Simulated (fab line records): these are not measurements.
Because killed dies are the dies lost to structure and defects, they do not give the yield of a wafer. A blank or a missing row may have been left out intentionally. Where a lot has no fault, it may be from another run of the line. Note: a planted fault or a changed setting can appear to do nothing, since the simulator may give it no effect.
Matching of chambers + flow n5 finfet + 4 sister chambers for N5_MOL_CONTACT_COAG_ETCH_91 on rie diel-04
The step etches SOC in N2/H2, target depth 60 nm, overetch 21 nm, time 101.2 s. 18 wafers are shown with their chamber, then 9 later ones without.

WAFERS PAIRED WITH THEIR CHAMBERS
| wafer  | chamber | throttle valve pct (%) | showerhead plenum p Torr (Torr) | oes product au (a.u.) |
|--------|---------|------------------------|---------------------------------|-----------------------|
| L075.1 | 2       | 18.20                  | 2.41                            | 0.59                  |
| L075.2 | 1       | 17.89                  | 2.53                            | 0.61                  |
| L075.4 | 0       | 18.21                  | 2.52                            | 0.60                  |
| L080.2 | 0       | 18.22                  | 2.52                            | 0.59                  |
| L080.5 | 1       | 17.91                  | 2.52                            | 0.60                  |
| L080.6 | 3       | 17.60                  | 2.42                            | 0.63                  |
| L086.2 | 1       | 17.95                  | 2.52                            | 0.59                  |
| L086.5 | 0       | 18.25                  | 2.51                            | 0.58                  |
| L086.6 | 1       | 17.96                  | 2.52                            | 0.59                  |
| L088.1 | 1       | 17.95                  | 2.52                            | 0.58                  |
| L088.3 | 2       | 17.81                  | 2.72                            | 0.79                  |
| L088.4 | 3       | 17.62                  | 2.42                            | 0.61                  |
| L090.1 | 1       | 17.96                  | 2.52                            | 0.58                  |
| L090.3 | 2       | 17.81                  | 2.72                            | 0.77                  |
| L090.5 | 2       | 17.82                  | 2.72                            | 0.78                  |
| L092.1 | 1       | 17.96                  | 2.51                            | 0.58                  |
| L092.2 | 3       | 17.66                  | 2.41                            | 0.61                  |
| L092.3 | 2       | 17.83                  | 2.72                            | 0.76                  |

SIGNATURES (averages over the wafers above)
| reading                  | chamber 0 | chamber 1 | chamber 2 | chamber 3 | scatter within a chamber |
|--------------------------|-----------|-----------|-----------|-----------|--------------------------|
| throttle valve pct       | 18.2267   | 17.9400   | 17.8940   | 17.6267   | 0.0944                   |
| showerhead plenum p Torr | 2.5167    | 2.5200    | 2.6580    | 2.4167    | 0.0743                   |
| oes product au           | 0.5900    | 0.5900    | 0.7380    | 0.6167    | 0.0456                   |
Rule: a wafer lies at a distance from a chamber equal to the root of the sum of squares, over the readings, of (its reading less the chamber's mean, divided by the reading's scatter). If the next closest chamber is less than 2 further off than the closest, the wafer can't be placed; otherwise it belongs to the closest. The scatter: take each reading less its chamber's mean, square it, sum over the shown wafers, divide by the number of wafers less the number of chambers, and take the root.

WAFERS WHOSE CHAMBER IS MISSING
| wafer  | throttle valve pct (%) | showerhead plenum p Torr (Torr) | oes product au (a.u.) |
|--------|------------------------|---------------------------------|-----------------------|
| L093.1 | 17.64                  | 2.41                            | 0.62                  |
| L093.2 | 17.81                  | 2.72                            | 0.77                  |
| L093.4 | 17.98                  | 2.51                            | 0.58                  |
| L096.2 | 17.83                  | 2.71                            | 0.75                  |
| L096.4 | 17.67                  | 2.41                            | 0.61                  |
| L096.6 | 17.98                  | 2.51                            | 0.58                  |
| L097.3 | 17.88                  | 2.50                            | 0.77                  |
| L097.4 | 17.84                  | 2.71                            | 0.75                  |
| L097.5 | 17.88                  | 2.50                            | 0.79                  |

WHICH CHAMBER EACH ONE RAN IN
| wafer  | from the rows above     | in truth                   |
|--------|-------------------------|----------------------------|
| L093.1 | 3                       | 3                          |
| L093.2 | 2                       | 2                          |
| L093.4 | 1                       | 1                          |
| L096.2 | 2                       | 2                          |
| L096.4 | 3                       | 3                          |
| L096.6 | 1                       | 1                          |
| L097.3 | can't be placed: 2 or 1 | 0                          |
| L097.4 | 2                       | 2                          |
| L097.5 | 2                       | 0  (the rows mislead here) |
Placed correctly: 7 of 9. Can't be placed from these rows: 1 (the true chamber is among the candidates in 0). Placed wrongly: 1.
